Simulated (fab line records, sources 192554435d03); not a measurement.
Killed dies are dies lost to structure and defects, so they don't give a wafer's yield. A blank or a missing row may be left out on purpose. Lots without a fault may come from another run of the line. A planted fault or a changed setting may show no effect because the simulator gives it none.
Chamber matching | flow n5_finfet | N5_BEOL_M11_ETCH_61 on rie_diel-05: 4 sister chambers
The step etches SiARC in CF4, target depth 39 nm, time 65 s. 4 wafers are shown with their chamber, then 9 later ones without.

WAFERS WITH THEIR CHAMBER
wafer  | chamber | drypump_motor_current_A (A)
L086.4 | 0       | 5.7
L089.4 | 2       | 5.2
L093.4 | 1       | 5.7
L093.5 | 3       | 6.3

WAFERS WITHOUT THEIR CHAMBER
wafer  | drypump_motor_current_A (A)
L092.2 | 5.8
L092.3 | 6.3
L092.4 | 5.8
L094.2 | 6.2
L094.3 | 5.6
L094.5 | 6.3
L096.2 | 5.8
L096.3 | 5.6
L096.6 | 5.7

WHICH CHAMBER EACH WENT THROUGH
wafer  | from the rows above     | in truth
L092.2 | can't be placed: 0 or 1 | 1
L092.3 | 3                       | 3
L092.4 | can't be placed: 0 or 1 | 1
L094.2 | 3                       | 3
L094.3 | can't be placed: 0 or 1 | 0
L094.5 | 3                       | 3
L096.2 | can't be placed: 0 or 1 | 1
L096.3 | can't be placed: 0 or 1 | 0
L096.6 | can't be placed: 0 or 1 | 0
Placed correctly: 3 of 9. Can't be placed from these rows: 6 (the true chamber is among the candidates in 6). Placed wrongly: 0.
How it was worked out, from the rows above alone: a wafer's distance from a chamber is the root of the sum, over the readings, of the square of ((its reading less the chamber's mean) divided by the reading's scatter). The wafer belongs to the nearest chamber; if the next one is less than 2 further off, it can't be placed. A chamber's mean is the mean of its shown wafers. The scatter: with one shown wafer a chamber, the root of the mean of the squares of how far each hidden wafer lies from its nearest shown one.
